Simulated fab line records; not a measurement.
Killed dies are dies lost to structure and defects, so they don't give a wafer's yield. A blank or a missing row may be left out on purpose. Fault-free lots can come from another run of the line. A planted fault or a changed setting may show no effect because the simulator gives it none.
Chamber matching + flow n5-finfet + 4 sister chambers for N5_BEOL_M6_ETCH_65 on rie-diel-02
The step etches SiARC in CF4, target depth 15.6 nm, time 26 s. 14 wafers are shown with their chamber, then 7 later ones without.

WAFERS PAIRED WITH THEIR CHAMBERS
| wafer  | chamber | throttle-valve-pct (%) | showerhead-plenum-p-Torr (Torr) | oes-product-au (a.u.) |
|--------|---------|------------------------|---------------------------------|-----------------------|
| L074.2 | 1       | 16.06                  | 2.22                            | 0.62                  |
| L074.3 | 0       | 15.32                  | 2.16                            | 0.73                  |
| L074.5 | 1       | 16.09                  | 2.22                            | 0.61                  |
| L077.1 | 1       | 16.08                  | 2.21                            | 0.60                  |
| L077.2 | 2       | 15.14                  | 2.16                            | 0.73                  |
| L077.3 | 0       | 15.35                  | 2.16                            | 0.71                  |
| L082.3 | 0       | 15.38                  | 2.16                            | 0.70                  |
| L082.4 | 1       | 16.11                  | 2.21                            | 0.60                  |
| L082.6 | 1       | 16.10                  | 2.21                            | 0.60                  |
| L088.1 | 1       | 16.15                  | 2.21                            | 0.59                  |
| L088.5 | 0       | 15.40                  | 2.15                            | 0.69                  |
| L088.6 | 1       | 16.14                  | 2.21                            | 0.59                  |
| L087.1 | 0       | 15.39                  | 2.15                            | 0.69                  |
| L087.2 | 3       | 15.21                  | 2.18                            | 0.71                  |

SIGNATURES (means of the wafers above)
| reading                  | chamber 0 | chamber 1 | chamber 2 | chamber 3 | scatter within a chamber |
|--------------------------|-----------|-----------|-----------|-----------|--------------------------|
| throttle-valve-pct       | 15.3680   | 16.1043   | 15.1400   | 15.2100   | 0.0323                   |
| showerhead-plenum-p-Torr | 2.1560    | 2.2129    | 2.1600    | 2.1800    | 0.00513                  |
| oes-product-au           | 0.7040    | 0.6014    | 0.7300    | 0.7100    | 0.0134                   |
Rule: for a wafer and a chamber, the distance is found by dividing, reading by reading, the gap between the wafer's reading and the chamber's mean by the reading's scatter, squaring, summing and taking the root. The wafer belongs to the nearest chamber; if the next one is less than 2 further off, it can't be placed. The scatter is the square root of a quotient: the sum, over the shown wafers, of each reading's squared deviation from its chamber's mean, divided by wafers minus chambers.

WAFERS MISSING THEIR CHAMBER
| wafer  | throttle-valve-pct (%) | showerhead-plenum-p-Torr (Torr) | oes-product-au (a.u.) |
|--------|------------------------|---------------------------------|-----------------------|
| L087.5 | 15.39                  | 2.15                            | 0.69                  |
| L092.2 | 15.41                  | 2.15                            | 0.69                  |
| L092.3 | 15.20                  | 2.15                            | 0.71                  |
| L092.6 | 15.21                  | 2.18                            | 0.71                  |
| L097.2 | 15.24                  | 2.17                            | 0.69                  |
| L097.4 | 15.44                  | 2.14                            | 0.67                  |
| L097.5 | 15.25                  | 2.14                            | 0.70                  |

THE CHAMBER EACH PASSED THROUGH
| wafer  | from the rows above     | in truth |
|--------|-------------------------|----------|
| L087.5 | 0                       | 0        |
| L092.2 | 0                       | 0        |
| L092.3 | 2                       | 2        |
| L092.6 | 3                       | 3        |
| L097.2 | 3                       | 3        |
| L097.4 | 0                       | 0        |
| L097.5 | can't be placed: 0 or 2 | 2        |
Correctly placed: 6 of 7. Can't be placed from these rows: 1 (the true chamber is among the candidates in 1). Number placed wrongly: 0.
